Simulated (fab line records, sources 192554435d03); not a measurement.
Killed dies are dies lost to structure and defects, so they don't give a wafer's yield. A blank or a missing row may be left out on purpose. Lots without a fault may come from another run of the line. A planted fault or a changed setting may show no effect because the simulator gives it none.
Chamber matching | flow n5_finfet | N5_BEOL_M13_TRENCH_ETCH_34 on rie_diel-02: 4 sister chambers
The step etches SiOC in C4F8/O2/Ar, target depth 413.47 nm, time 162.6 s. 8 wafers are shown with their chamber, then 12 later ones without.

WAFERS WITH THEIR CHAMBER
wafer  | chamber | throttle_valve_pct (%) | drypump_motor_current_A (A)
L088.1 | 3       | 24.34                  | 6.0
L088.5 | 3       | 24.35                  | 6.0
L092.4 | 0       | 23.55                  | 5.1
L092.5 | 1       | 24.46                  | 6.5
L092.6 | 2       | 23.91                  | 5.6
L090.1 | 2       | 23.91                  | 5.6
L090.2 | 0       | 23.57                  | 5.0
L090.3 | 1       | 24.45                  | 6.4

WAFERS WITHOUT THEIR CHAMBER
wafer  | throttle_valve_pct (%) | drypump_motor_current_A (A)
L090.4 | 24.44                  | 6.4
L090.5 | 23.54                  | 5.0
L090.6 | 23.91                  | 5.6
L093.1 | 23.92                  | 5.6
L093.2 | 23.57                  | 5.0
L093.6 | 24.45                  | 6.5
L095.2 | 24.04                  | 6.0
L095.3 | 24.46                  | 6.4
L095.6 | 23.58                  | 5.0
L097.1 | 23.63                  | 5.5
L097.2 | 24.04                  | 6.0
L097.4 | 24.48                  | 6.5

WHICH CHAMBER EACH WENT THROUGH
wafer  | from the rows above | in truth
L090.4 | 1                   | 1
L090.5 | 0                   | 0
L090.6 | 2                   | 2
L093.1 | 2                   | 2
L093.2 | 0                   | 0
L093.6 | 1                   | 1
L095.2 | 2                   | 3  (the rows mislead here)
L095.3 | 1                   | 1
L095.6 | 0                   | 0
L097.1 | 0                   | 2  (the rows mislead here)
L097.2 | 2                   | 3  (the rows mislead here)
L097.4 | 1                   | 1
Placed correctly: 9 of 12. Can't be placed from these rows: 0. Placed wrongly: 3.
How it was worked out, from the rows above alone: a wafer's distance from a chamber is the root of the sum, over the readings, of the square of ((its reading less the chamber's mean) divided by the reading's scatter). The wafer belongs to the nearest chamber; if the next one is less than 2 further off, it can't be placed. A chamber's mean is the mean of its shown wafers. The scatter: the root of (the sum of the squares of (reading less its chamber's mean) over the shown wafers, divided by (wafers less chambers)).
